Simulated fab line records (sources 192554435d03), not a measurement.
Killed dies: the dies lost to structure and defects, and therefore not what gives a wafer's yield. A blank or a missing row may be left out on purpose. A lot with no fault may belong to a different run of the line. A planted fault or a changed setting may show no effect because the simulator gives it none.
One fault seen from 3 desks / flow n5-finfet / each desk has only its own numbers; what lay behind them comes last

THE TOOL OWNER'S DESK: epi-rpcvd-01
The tool's own readings at N5_WELL_APT_EPI_41 (deposits Si from SiH4/H2, target thk 50 nm, time 297.7 s): means of the sampled wafers that have a number, for each lot that ran on this tool. If a lot's mean is further than 4 standard deviations from the usual mean, the lot is out of limits and carries the mark OUT (the distance appears in the brackets).
Columns: A = lamp-inner-pct at N5_WELL_APT_EPI_41, usual 14.4 %; B = throttle-valve-pct at N5_WELL_APT_EPI_41, usual 11.57 %
lot=L714; first seen here=day 1 16:16; A=13.9; B=11.48
lot=L715; first seen here=day 1 22:23; A=13.9; B=11.67
lot=L716; first seen here=day 2 04:39; A=13.9; B=11.49
lot=L717; first seen here=day 2 10:32; A=14.1; B=11.71
lot=L719; first seen here=day 2 22:20; A=13.9; B=11.59
lot=L730; first seen here=day 5 16:38; A=14.0; B=11.60
lot=L731; first seen here=day 5 22:26; A=13.9; B=11.66
lot=L733; first seen here=day 6 10:19; A=13.9; B=11.62
This desk found nothing out of limits on any of the 8 lots.

FROM THE METROLOGY DESK
What the gauges read for every lot (on any tool): the sampled wafers with a number, averaged. If a lot's mean is further than 4 standard deviations from the usual mean, the lot is out of limits and carries the mark OUT (the distance appears in the brackets). It has 12 readings, of which 7 appear: the earliest out of limits, and the ones furthest out on some lot.
Columns: A = CJ_N at N5_BEOL_M4_RC_MEAS_101, usual 4.32; B = DIBL_N at N5_BEOL_M4_RC_MEAS_101, usual 35.8 mV/V; C = IOFF_N at N5_BEOL_M4_RC_MEAS_101, usual 0.153 nA/um; D = IOFF_P at N5_BEOL_M4_RC_MEAS_101, usual 0.21 nA/um; E = RS_PWELL at N5_BEOL_M4_RC_MEAS_101, usual 3006 ohm/sq; F = SS_N at N5_BEOL_M4_RC_MEAS_101, usual 71.4 mV/dec; G = VT_P at N5_BEOL_M4_RC_MEAS_101, usual -250 mV
lot=L714; first seen here=day 8 01:25; A=4.33; B=36.2; C=0.171; D=0.23; E=3033; F=71.0; G=-248
lot=L715; first seen here=day 8 09:25; A=4.35; B=36.1; C=0.147; D=0.19; E=3019; F=71.5; G=-252
lot=L716; first seen here=day 8 23:57; A=3.47 (-10) OUT; B=37.4; C=0.192; D=0.29; E=2899 (-4.3) OUT; F=71.9; G=-241
lot=L717; first seen here=day 9 00:14; A=3.50 (-10) OUT; B=39.1; C=0.200; D=0.24; E=2875 (-5.2) OUT; F=72.7; G=-250
lot=L719; first seen here=day 9 06:33; A=3.52 (-9.9) OUT; B=34.6; C=0.144; D=0.18; E=2919; F=71.6; G=-252
lot=L728; first seen here=day 11 09:40; A=4.37; B=36.9; C=0.169; D=0.23; E=2960; F=71.5; G=-247
lot=L730; first seen here=day 12 05:17; A=4.38; B=36.5; C=0.146; D=0.20; E=3005; F=71.4; G=-251
lot=L731; first seen here=day 12 11:53; A=4.34; B=35.8; C=0.157; D=0.20; E=3037; F=71.5; G=-251
lot=L734; first seen here=day 12 21:25; A=4.41; B=35.0; C=0.161; D=0.22; E=3019; F=71.6; G=-247
lot=L733; first seen here=day 13 01:37; A=4.35; B=36.2; C=0.156; D=0.20; E=3032; F=71.4; G=-251
This desk's finding: out of limits on L716, L717, L719; first on L716, day 8 23:57 (CJ_N at N5_BEOL_M4_RC_MEAS_101). L714, L715, L728, L730, L731, L734, L733: within limits.

THE DEFECT DESK
Per lot, the means of the sampled wafers with a number show what the inspections along the route counted. If a lot's mean is further than 4 standard deviations from the usual mean, the lot is out of limits and carries the mark OUT (the distance appears in the brackets).
Columns: A = raw-defect-count at N5_BEOL_M4_INSPECT_59, usual 69
lot=L714; first seen here=day 8 01:23; A=41
lot=L715; first seen here=day 8 09:23; A=72
lot=L716; first seen here=day 8 23:56; A=69
lot=L717; first seen here=day 9 00:12; A=53
lot=L719; first seen here=day 9 06:31; A=56
lot=L728; first seen here=day 11 09:29; A=89
lot=L730; first seen here=day 12 05:16; A=83
lot=L731; first seen here=day 12 11:52; A=76
lot=L734; first seen here=day 12 21:14; A=77
lot=L733; first seen here=day 13 01:17; A=62
This desk found nothing out of limits on any of the 10 lots.

ALL TOGETHER
An alarm was possible from the metrology desk at day 8 23:57, on L716, L717, L719.
The desk of the tool owner found nothing out of limits.
Nothing out of limits was seen by the defect desk.
The tool owner's desk has L716, L717, L719 on record, within its limits.
The defect desk has L716, L717, L719 on record, within its limits.
The lots listed all ran N5_WELL_APT_EPI_41 on epi-rpcvd-01.

WHAT THE SIMULATOR HAD PUT IN
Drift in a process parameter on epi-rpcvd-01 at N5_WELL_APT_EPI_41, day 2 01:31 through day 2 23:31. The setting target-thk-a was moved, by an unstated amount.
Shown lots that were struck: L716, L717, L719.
Per desk, hours elapsed from the start of the fault to the first reading out of limits: for the metrology desk, 166.
